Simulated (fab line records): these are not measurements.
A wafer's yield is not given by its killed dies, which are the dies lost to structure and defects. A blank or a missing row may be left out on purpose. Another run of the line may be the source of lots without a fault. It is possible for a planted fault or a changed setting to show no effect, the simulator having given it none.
3 desks, one fault	flow n5_finfet	each desk holds nothing but its own numbers, with what lay behind them at the end

THE DEFECT DESK
For each lot, the counts of the inspections along the route, averaged over the sampled wafers that have a number. If a lot's mean is further than 4 standard deviations from the usual mean, the lot is out of limits and carries the mark OUT (the distance appears in the brackets).
Columns: A = raw_defect_count at N5_BEOL_M7_INSPECT_30, usual 417
lot	first seen here	A
L841	day 11 04:05	437
L844	day 11 22:37	297
L849	day 13 17:52	405
L852	day 14 03:06	372
L856	day 15 12:05	411
L858	day 15 17:58	413
Finding of this desk: none of the 6 lots has anything out of limits.

FROM THE METROLOGY DESK
What the gauges read for every lot (on any tool): the sampled wafers with a number, averaged. If a lot's mean is further than 4 standard deviations from the usual mean, the lot is out of limits and carries the mark OUT (the distance appears in the brackets).
Columns: A = V6_OVL at N5_BEOL_M7_OVL_MEAS_29, usual 0.0 nm
lot	first seen here	A
L841	day 11 04:02	-0.3
L844	day 11 22:35	0.3
L849	day 13 17:50	0.1
L852	day 14 03:02	-0.2
L856	day 15 12:02	-0.1
L858	day 15 17:55	0.3
Finding of this desk: none of the 6 lots has anything out of limits.

TOOL OWNER'S DESK, rie_diel-04
The tool's own readings at N5_BEOL_M7_ETCH_41 (etches SiCN in CH3F/O2, target depth 31.9 nm, time 57.8 s): means of the sampled wafers that have a number, for each lot that ran on this tool. If a lot's mean is further than 4 standard deviations from the usual mean, the lot is out of limits and carries the mark OUT (the distance appears in the brackets).
Columns: A = drypump_motor_current_A at N5_BEOL_M7_ETCH_41, usual 5.8 A; B = oes_product_au at N5_BEOL_M7_ETCH_41, usual 0.81 a.u.; C = rf_vpp_V at N5_BEOL_M7_ETCH_41, usual 297.9 V; D = showerhead_plenum_p_Torr at N5_BEOL_M7_ETCH_41, usual 2.04 Torr; E = throttle_valve_pct at N5_BEOL_M7_ETCH_41, usual 16.31 %
lot	first seen here	A	B	C	D	E
L844	day 11 23:50	6.0	0.91	299.5	2.12	16.29
L849	day 13 18:13	5.6	0.82	296.9	2.00	16.12
L852	day 14 03:26	5.9	0.74	298.4	2.08	16.19
Finding of this desk: none of the 3 lots has anything out of limits.

PUT TOGETHER
No out-of-limits result turned up at the defect desk.
Nothing out of limits was seen by the metrology desk.
The desk of the tool owner found nothing out of limits.

WHAT THE SIMULATOR HAD INSERTED
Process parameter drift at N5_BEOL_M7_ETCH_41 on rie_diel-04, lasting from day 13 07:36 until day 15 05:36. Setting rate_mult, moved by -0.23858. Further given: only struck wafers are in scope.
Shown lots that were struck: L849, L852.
